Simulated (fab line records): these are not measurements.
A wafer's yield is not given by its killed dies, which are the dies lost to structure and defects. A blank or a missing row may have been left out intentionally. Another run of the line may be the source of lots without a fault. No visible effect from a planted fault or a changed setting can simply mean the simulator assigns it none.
Which tool did it? + flow n5-finfet + 13 lots, 35 wafers sampled, at 4 steps of a route of 1938

== WHAT EACH GAUGE READ, for each wafer ==
N5_BEOL_M6_THK_MEAS_01. Usual: M6_ILD_THK typically reads 155.4 nm, with standard deviation 2.5.
| lot  | measured     | on            | M6_ILD_THK (nm)   | flag |
|------|--------------|---------------|-------------------|------|
| L865 | day 9 00:26  | film-metro-01 | 151.8 154.0 154.3 |      |
| L866 | day 9 06:53  | film-metro-02 | 157.0 159.0 159.0 |      |
| L869 | day 10 08:17 | film-metro-02 | 154.6 159.0       |      |
| L870 | day 10 10:44 | film-metro-01 | 152.9 154.5 152.3 |      |
| L871 | day 10 17:45 | film-metro-01 | 153.4 153.7 158.9 |      |
| L876 | day 11 11:30 | film-metro-02 | 156.0 156.8       |      |
| L875 | day 11 19:40 | film-metro-01 | 154.8 157.9       |      |
| L877 | day 12 01:56 | film-metro-01 | 154.3 158.5       |      |
| L882 | day 13 13:04 | film-metro-01 | 151.3 151.4 154.8 |      |
| L883 | day 13 14:04 | film-metro-01 | 151.3 153.9 149.8 |      |
| L888 | day 14 13:15 | film-metro-02 | 153.1 156.0 154.7 |      |
| L887 | day 14 15:01 | film-metro-02 | 153.4 152.3 155.7 |      |
| L886 | day 14 16:04 | film-metro-02 | 156.0 156.9 158.7 |      |

== TOOL THAT RAN EACH LOT (tool first, then ch and the chambers of the sampled wafers, then the start) ==
| lot  | N5_BEOL_M5_SPUTTER_88        | N5_BEOL_M5_ANNEAL_89         | N5_BEOL_M5_CO_CAP_78             |
|------|------------------------------|------------------------------|----------------------------------|
| L865 | pvd-sputter-03, day 8 20:07  | pvd-sputter-03, day 8 20:12  | cvd-co-02 ch 0,1,2, day 8 23:08  |
| L866 | pvd-sputter-01, day 9 04:07  | pvd-sputter-01, day 9 04:11  | cvd-co-01 ch 0,1,2, day 9 06:04  |
| L869 | pvd-sputter-01, day 10 05:28 | pvd-sputter-01, day 10 05:33 | cvd-co-02 ch 0,2, day 10 07:26   |
| L870 | pvd-sputter-03, day 10 07:56 | pvd-sputter-03, day 10 08:01 | cvd-co-02 ch 1,2, day 10 09:53   |
| L871 | pvd-sputter-01, day 10 14:57 | pvd-sputter-01, day 10 15:02 | cvd-co-01 ch 0,1,2, day 10 16:55 |
| L876 | pvd-sputter-03, day 11 08:43 | pvd-sputter-03, day 11 08:47 | cvd-co-01 ch 2, day 11 10:41     |
| L875 | pvd-sputter-03, day 11 16:52 | pvd-sputter-03, day 11 16:57 | cvd-co-01 ch 1,2, day 11 18:53   |
| L877 | pvd-sputter-03, day 11 22:25 | pvd-sputter-03, day 11 22:29 | cvd-co-01 ch 1,2, day 12 00:55   |
| L882 | pvd-sputter-03, day 13 10:00 | pvd-sputter-03, day 13 10:05 | cvd-co-02 ch 0,1,2, day 13 12:14 |
| L883 | pvd-sputter-01, day 13 10:26 | pvd-sputter-01, day 13 10:31 | cvd-co-02 ch 0,1,2, day 13 12:46 |
| L888 | pvd-sputter-03, day 14 09:58 | pvd-sputter-03, day 14 10:03 | cvd-co-02 ch 0,1,2, day 14 11:57 |
| L887 | pvd-sputter-01, day 14 11:46 | pvd-sputter-01, day 14 11:50 | cvd-co-01 ch 1,2, day 14 13:43   |
| L886 | pvd-sputter-02, day 14 12:33 | pvd-sputter-02, day 14 12:38 | cvd-co-02 ch 1,2, day 14 14:42   |
- N5_BEOL_M5_SPUTTER_88: material Cu, target thk 15 nm, time 27.62 s.
- N5_BEOL_M5_ANNEAL_89: time 1800 s.
- N5_BEOL_M5_CO_CAP_78: material Co, precursor CCTBA/H2, target thk 2 nm, time 102.1 s.

== WHAT THE TOOLS THEMSELVES READ (means of the sampled wafers that have a number; where no wafer has one, the mark that the record gives instead) ==
N5_BEOL_M5_SPUTTER_88. Usual: throttle-valve-pct 29.7 %, standard deviation 1.2.
| lot  | tool           | throttle-valve-pct (%) | flag |
|------|----------------|------------------------|------|
| L865 | pvd-sputter-03 | 29.7                   |      |
| L866 | pvd-sputter-01 | 29.1                   |      |
| L869 | pvd-sputter-01 | 28.2                   |      |
| L870 | pvd-sputter-03 | 30.6                   |      |
| L871 | pvd-sputter-01 | 29.6                   |      |
| L876 | pvd-sputter-03 | 29.1                   |      |
| L875 | pvd-sputter-03 | 30.2                   |      |
| L877 | pvd-sputter-03 | 30.6                   |      |
| L882 | pvd-sputter-03 | 29.6                   |      |
| L883 | pvd-sputter-01 | 28.8                   |      |
| L888 | pvd-sputter-03 | 30.6                   |      |
| L887 | pvd-sputter-01 | 28.8                   |      |
| L886 | pvd-sputter-02 | 30.3                   |      |

N5_BEOL_M5_ANNEAL_89. Usual: heater-power-w 847 W, standard deviation 88.
| lot  | tool           | heater-power-w (W) | flag |
|------|----------------|--------------------|------|
| L865 | pvd-sputter-03 | 835                |      |
| L866 | pvd-sputter-01 | 857                |      |
| L869 | pvd-sputter-01 | 874                |      |
| L870 | pvd-sputter-03 | 805                |      |
| L871 | pvd-sputter-01 | 875                |      |
| L876 | pvd-sputter-03 | 821                |      |
| L875 | pvd-sputter-03 | 906                |      |
| L877 | pvd-sputter-03 | 833                |      |
| L882 | pvd-sputter-03 | 813                |      |
| L883 | pvd-sputter-01 | 847                |      |
| L888 | pvd-sputter-03 | 854                |      |
| L887 | pvd-sputter-01 | 843                |      |
| L886 | pvd-sputter-02 | 764                |      |

N5_BEOL_M5_CO_CAP_78. Usual: heater-power-outer-w 120 W, standard deviation 16; heater-power-w 235 W, standard deviation 22; run-length-s 125.1 s, standard deviation 0.46.
| lot  | tool      | heater-power-outer-w (W) | heater-power-w (W) | run-length-s (s) | flag |
|------|-----------|--------------------------|--------------------|------------------|------|
| L865 | cvd-co-02 | 123                      | 243                | 125.1            |      |
| L866 | cvd-co-01 | 117                      | 224                | 125.3            |      |
| L869 | cvd-co-02 | 123                      | 238                | 125.0            |      |
| L870 | cvd-co-02 | 112                      | 238                | 125.1            |      |
| L871 | cvd-co-01 | 116                      | 224                | 125.0            |      |
| L876 | cvd-co-01 | 115                      | 218                | 141.5            | OFF  |
| L875 | cvd-co-01 | 118                      | 230                | 158.9            | OFF  |
| L877 | cvd-co-01 | 120                      | 228                | 142.2            | OFF  |
| L882 | cvd-co-02 | 123                      | 249                | 125.3            |      |
| L883 | cvd-co-02 | 125                      | 249                | 125.2            |      |
| L888 | cvd-co-02 | 123                      | 247                | 125.4            |      |
| L887 | cvd-co-01 | 117                      | 223                | 124.6            |      |
| L886 | cvd-co-02 | 113                      | 242                | 125.4            |      |

== THE ANSWER, worked out from the rows above alone ==
Rule: take the mean of a lot's wafers that have a number; if it is more than 3 standard deviations from the usual mean, the lot is off. Also off: a lot with no number at a reading for which 4 or more lots have one. Any other lot the step has rows for is counted as sound. First the gauges in route order, then the tools' own readings, where a lot's mean is used as printed above. The first step at which some lot is off is used, and at that step the reading that is off furthest; a lot without a number counts as furthest.
Off: L876, L875, L877, at N5_BEOL_M5_CO_CAP_78 (run-length-s).
If a tool, at that step or one of the process steps before it, ran each lot that is off and ran no sound lot following the first of them, it fits. Not one of the candidates tried fits.

== WHAT WAS PUT IN BY THE SIMULATOR ==
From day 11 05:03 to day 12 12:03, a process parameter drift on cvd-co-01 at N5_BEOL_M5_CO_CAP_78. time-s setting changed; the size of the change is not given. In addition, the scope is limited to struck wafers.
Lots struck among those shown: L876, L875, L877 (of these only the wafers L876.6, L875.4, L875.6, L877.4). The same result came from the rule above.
